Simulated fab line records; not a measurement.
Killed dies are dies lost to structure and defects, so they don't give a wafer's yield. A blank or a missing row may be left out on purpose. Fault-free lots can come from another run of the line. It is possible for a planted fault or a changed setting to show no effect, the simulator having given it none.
Code-filled problem report in 8D (eight disciplines) form	flow n5-finfet	the parts of the form that need people (team, actions taken, sign-off) are left out

## 1. WHAT WENT WRONG
Wafers without a fault read 75.0 s, standard deviation 1.9; etch-rf-on-time-s at N5_HKMG_FIN_ETCH_54 reads a mean of 88.8 s on 2 wafers belonging to 2 lots. Relative to the usual mean, that is a shift of +7.3 standard deviations.
The step: etches SiARC in CF4, target depth 45.5 nm, time 75.8 s.
The first sign was on wafer L403.4 at day 9 02:46, on rie-diel-03. The record has a number at this step for 27 wafers belonging to 9 lots. By rule, "out" or "out of limits" means more than 4 standard deviations away from the usual mean. Any other wafer with a number is counted as sound.

## 2. WHAT IT IS, AND WHAT IT ISN'T
question	is	is not
which readings at this step	etch-rf-on-time-s	drypump-motor-current-A, oes-product-au, rf-fwd-power-W, rf-vpp-V, showerhead-plenum-p-Torr, throttle-valve-pct
which lots	L403, L404	L384, L388, L389, L390, L393, L402, L405
which wafers of those lots	L403.4, L404.6	L403.3, L403.6, L404.1, L404.5
read on which tools	rie-diel-03	rie-diel-01, rie-diel-06
when	from day 9 02:46	up to then (20 sound wafers); but 5 sound wafers of L404, L405 came after

## 3. THE SUSPECTS, EACH WITH WHAT RULES IT OUT
Counting: a tool at a process step up to the reading stays a suspect if it ran every lot that is out. Sound lots after the first of them don't rule it out here, since some wafers of a struck lot are sound.
- rie-diel-03 at N5_HKMG_FIN_ETCH_54 (etches SiARC in CF4, target depth 45.5 nm, time 75.8 s): kept. Every lot that is out went through it, the first being L403 (day 9 02:46); the last sound lot it ran before that was L390 (day 5 13:05). Out on those wafers are its own readings of etch-rf-on-time-s.
- rie-diel-03, N5_HKMG_FIN_ETCH_54: wafers that are out in chamber 0, sound lot-mates in chambers 1, 2.
The count leaves rie-diel-03 at N5_HKMG_FIN_ETCH_54.

## 4. THE CAUSE (what the simulator had put in)
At N5_HKMG_FIN_ETCH_54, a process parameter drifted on rie-diel-03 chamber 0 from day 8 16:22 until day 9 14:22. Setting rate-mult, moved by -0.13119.
The count eliminated every tool but this one.

## 5. THE EFFECT CHAIN, in route order
One row per reading whose mean, taken over the struck wafers that have a number, lies over 3 standard deviations from the usual. Readings are gone through only where the record gives a usual standard deviation; hours: the median, over the lots, of the time from a lot's start at the first step in this table giving one to that lot's start at this step; sigmas: the change measured in usual standard deviations.
hours	step	reading	usual	on struck wafers	change	sigmas
0	N5_HKMG_FIN_ETCH_54	etch-rf-on-time-s	75.0 s	88.8	+13.8	+7.3
Process steps it contains:
- N5_HKMG_FIN_ETCH_54: etches SiARC in CF4, target depth 45.5 nm, time 75.8 s.
At these later measuring or inspecting steps, every struck wafer for which the step has a row has a number for every such reading, and none has moved that far: N5_HKMG_FIN_THK_MEAS_70, N5_BEOL_M4_RC_MEAS_101.

## 6. WHAT WOULD HAVE CAUGHT IT SOONER
First out-of-limits reading in this record: day 9 02:46, which is 10 hours after fault onset at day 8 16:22.
